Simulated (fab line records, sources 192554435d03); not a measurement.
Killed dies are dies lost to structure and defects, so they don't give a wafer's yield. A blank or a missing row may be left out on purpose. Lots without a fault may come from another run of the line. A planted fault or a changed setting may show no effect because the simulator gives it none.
Chamber matching | flow n5_finfet | N5_FIN_CUT_ETCH_30 on rie_diel-05: 4 sister chambers
The step etches underlayer in N2/H2, target depth 13 nm, time 10.4 s. 4 wafers are shown with their chamber, then 10 later ones without.

WAFERS WITH THEIR CHAMBER
wafer  | chamber | oes_product_au (a.u.)
L086.1 | 3       | 0.69
L086.2 | 0       | 0.80
L089.2 | 1       | 0.59
L089.3 | 2       | 0.62

WAFERS WITHOUT THEIR CHAMBER
wafer  | oes_product_au (a.u.)
L089.6 | 0.80
L093.1 | 0.58
L093.4 | 0.67
L093.5 | 0.62
L094.2 | 0.58
L094.3 | 0.67
L094.4 | 0.77
L096.2 | 0.61
L096.3 | 0.58
L096.6 | 0.61

WHICH CHAMBER EACH WENT THROUGH
wafer  | from the rows above     | in truth
L089.6 | 0                       | 0
L093.1 | 1                       | 1
L093.4 | 3                       | 3
L093.5 | 2                       | 2
L094.2 | 1                       | 1
L094.3 | 3                       | 3
L094.4 | 0                       | 0
L096.2 | can't be placed: 2 or 1 | 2
L096.3 | 1                       | 1
L096.6 | can't be placed: 2 or 1 | 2
Placed correctly: 8 of 10. Can't be placed from these rows: 2 (the true chamber is among the candidates in 2). Placed wrongly: 0.
How it was worked out, from the rows above alone: a wafer's distance from a chamber is the root of the sum, over the readings, of the square of ((its reading less the chamber's mean) divided by the reading's scatter). The wafer belongs to the nearest chamber; if the next one is less than 2 further off, it can't be placed. A chamber's mean is the mean of its shown wafers. The scatter: with one shown wafer a chamber, the root of the mean of the squares of how far each hidden wafer lies from its nearest shown one.
